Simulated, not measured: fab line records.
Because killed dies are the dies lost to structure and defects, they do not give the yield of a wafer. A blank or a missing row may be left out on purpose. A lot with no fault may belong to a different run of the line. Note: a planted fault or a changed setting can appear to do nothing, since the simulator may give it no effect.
Split-lot trial :: flow n5-finfet :: route with 1938 steps; 7 lots, 21 wafers read

## SPLIT DETAILS
At N5_BEOL_M8_DESCUM_16 (chemistry O2, time 7.9 s), the setting time-s was moved away from the recipe's 7.9 s on 9 of the 21 wafers read, by -15.7% to +17.1%. For the rest of the wafers, this setting stayed at what the recipe calls for.

Split to reading: the file shows no intervening step.

## THE READING
CAR-ArF_of_BEOL_M8_COAT_05.thk-nm (the simulator's own value, which no gauge read), in nm, at N5_BEOL_M8_ETCH_61 (etches SiARC in CF4, target depth 45.5 nm, time 75.8 s). There is no usual value for it anywhere in the file. Here, 12 wafers ran the recipe; their average is 50.6 nm with a standard deviation of 0.38 nm.

wafer: L075.1
tool, chamber at the split: rie-diel-06, 1,3
time-s as run, s: 9.25
against the recipe: +17.1%
CAR-ArF_of_BEOL_M8_COAT_05.thk-nm, nm: 50.4
against lot-mates on the recipe: -0.8

wafer: L075.2
tool, chamber at the split: rie-diel-06, 0
time-s as run, s: 7.9
against the recipe: recipe
CAR-ArF_of_BEOL_M8_COAT_05.thk-nm, nm: 51.2
against lot-mates on the recipe: -

wafer: L075.4
tool, chamber at the split: rie-diel-06, 1,3
time-s as run, s: 9.25
against the recipe: +17.1%
CAR-ArF_of_BEOL_M8_COAT_05.thk-nm, nm: 50.4
against lot-mates on the recipe: -0.8

wafer: L084.4
tool, chamber at the split: rie-diel-04, 3
time-s as run, s: 7.9
against the recipe: recipe
CAR-ArF_of_BEOL_M8_COAT_05.thk-nm, nm: 50.8
against lot-mates on the recipe: -

wafer: L084.5
tool, chamber at the split: rie-diel-04, 0,3
time-s as run, s: 6.66
against the recipe: -15.7%
CAR-ArF_of_BEOL_M8_COAT_05.thk-nm, nm: 51.6
against lot-mates on the recipe: +0.8

wafer: L084.6
tool, chamber at the split: rie-diel-04, 0,3
time-s as run, s: 6.66
against the recipe: -15.7%
CAR-ArF_of_BEOL_M8_COAT_05.thk-nm, nm: 51.6
against lot-mates on the recipe: +0.8

wafer: L085.1
tool, chamber at the split: rie-diel-03, 2
time-s as run, s: 8.404
against the recipe: +6.4%
CAR-ArF_of_BEOL_M8_COAT_05.thk-nm, nm: 50.6
against lot-mates on the recipe: -0.3

wafer: L085.3
tool, chamber at the split: rie-diel-03, 1
time-s as run, s: 7.9
against the recipe: recipe
CAR-ArF_of_BEOL_M8_COAT_05.thk-nm, nm: 51
against lot-mates on the recipe: -

wafer: L085.4
tool, chamber at the split: rie-diel-03, 3
time-s as run, s: 7.9
against the recipe: recipe
CAR-ArF_of_BEOL_M8_COAT_05.thk-nm, nm: 50.8
against lot-mates on the recipe: -

wafer: L090.1
tool, chamber at the split: rie-diel-04, 0
time-s as run, s: 8.635
against the recipe: +9.3%
CAR-ArF_of_BEOL_M8_COAT_05.thk-nm, nm: 50.2
against lot-mates on the recipe: -0.2

wafer: L090.2
tool, chamber at the split: rie-diel-04, 2
time-s as run, s: 8.635
against the recipe: +9.3%
CAR-ArF_of_BEOL_M8_COAT_05.thk-nm, nm: 50
against lot-mates on the recipe: -0.4

wafer: L090.3
tool, chamber at the split: rie-diel-04, 3
time-s as run, s: 7.9
against the recipe: recipe
CAR-ArF_of_BEOL_M8_COAT_05.thk-nm, nm: 50.4
against lot-mates on the recipe: -

wafer: L089.1
tool, chamber at the split: rie-diel-06, 3,2
time-s as run, s: 7.9
against the recipe: recipe
CAR-ArF_of_BEOL_M8_COAT_05.thk-nm, nm: 50
against lot-mates on the recipe: -

wafer: L089.4
tool, chamber at the split: rie-diel-06, 3,2
time-s as run, s: 7.9
against the recipe: recipe
CAR-ArF_of_BEOL_M8_COAT_05.thk-nm, nm: 50
against lot-mates on the recipe: -

wafer: L089.5
tool, chamber at the split: rie-diel-06, 3
time-s as run, s: 7.9
against the recipe: recipe
CAR-ArF_of_BEOL_M8_COAT_05.thk-nm, nm: 50.4
against lot-mates on the recipe: -

wafer: L091.1
tool, chamber at the split: rie-diel-03, 2
time-s as run, s: 7.271
against the recipe: -8.0%
CAR-ArF_of_BEOL_M8_COAT_05.thk-nm, nm: 50.8
against lot-mates on the recipe: +0.3

wafer: L091.2
tool, chamber at the split: rie-diel-03, 0
time-s as run, s: 7.9
against the recipe: recipe
CAR-ArF_of_BEOL_M8_COAT_05.thk-nm, nm: 50.6
against lot-mates on the recipe: -

wafer: L091.6
tool, chamber at the split: rie-diel-03, 0
time-s as run, s: 7.9
against the recipe: recipe
CAR-ArF_of_BEOL_M8_COAT_05.thk-nm, nm: 50.4
against lot-mates on the recipe: -

wafer: L097.2
tool, chamber at the split: rie-diel-03, 2
time-s as run, s: 7.9
against the recipe: recipe
CAR-ArF_of_BEOL_M8_COAT_05.thk-nm, nm: 51
against lot-mates on the recipe: -

wafer: L097.3
tool, chamber at the split: rie-diel-03, 1
time-s as run, s: 6.778
against the recipe: -14.2%
CAR-ArF_of_BEOL_M8_COAT_05.thk-nm, nm: 51.6
against lot-mates on the recipe: +0.6

wafer: L097.4
tool, chamber at the split: rie-diel-03, 0
time-s as run, s: 7.9
against the recipe: recipe
CAR-ArF_of_BEOL_M8_COAT_05.thk-nm, nm: 51
against lot-mates on the recipe: -
If several chambers appear in one row, that row covers several wafers at once and the file leaves open which wafer was in which chamber.

FIT RESULTS
A straight line over all 21 wafers: CAR-ArF_of_BEOL_M8_COAT_05.thk-nm changes by -0.0411 nm for each +1% of time-s; r = -0.71; the points scatter about the line by 0.37 nm.
The same after taking each lot's own level away (the mean of its wafers on the recipe; 21 wafers): -0.0456 nm for each +1%; r = -0.97; scatter 0.11 nm.
Per that fit: largest time-s move, reading shift of 0.78 nm.
Across the lots, their own levels run from 50.13 to 51.20 nm, a range of 2.8 times the standard deviation given above.
So the lot-to-lot level blurs the effect unless lot-mates are compared.
Check: for one of the wafers moved furthest among these (+17.1%), held out of the fit, the line's prediction against its lot-mates is -0.757 nm. Against them it came out at -0.8 nm.

## OTHER SPLITS ON THESE WAFERS
Before the reading, these wafers also passed through other splits. Each is held against what the fit with the lots' levels taken away leaves over:
other split on the same wafers: N5_BEOL_M6_ALD_77 co-reactant-pulse-time-s
wafers away from the commonest value: 10
r with CAR-ArF_of_BEOL_M8_COAT_05.thk-nm (lot level and that fit taken away): +0.13

other split on the same wafers: N5_BEOL_M7_COAT_63 spin-rpm
wafers away from the commonest value: 8
r with CAR-ArF_of_BEOL_M8_COAT_05.thk-nm (lot level and that fit taken away): +0.12

other split on the same wafers: N5_BEOL_M7_DESCUM_33 time-s
wafers away from the commonest value: 10
r with CAR-ArF_of_BEOL_M8_COAT_05.thk-nm (lot level and that fit taken away): -0.35

other split on the same wafers: N5_BEOL_M8_PEB_09 peb-time-s
wafers away from the commonest value: 6
r with CAR-ArF_of_BEOL_M8_COAT_05.thk-nm (lot level and that fit taken away): -0.04

## THE WHOLE CHAIN: every reading that the file lists as answering this split, in the file's order
step: N5_BEOL_M8_DESCUM_16
what it does: chemistry O2, time 7.9 s
reading: CAR-ArF_of_BEOL_M8_COAT_05.thk-nm (the simulator's own value, which no gauge read)
change (the file's fit): -0.0398 nm for each +1% of the setting
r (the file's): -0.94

step: N5_BEOL_M8_ETCH_61
what it does: etches SiARC in CF4, target depth 45.5 nm, time 75.8 s
reading: CAR-ArF_of_BEOL_M8_COAT_05.thk-nm (the simulator's own value, which no gauge read)
change (the file's fit): -0.045 nm for each +1% of the setting
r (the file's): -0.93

## FILE'S OWN FIT
CAR-ArF_of_BEOL_M8_COAT_05.thk-nm changes by -0.045 nm for each +1% of time-s, r = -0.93.
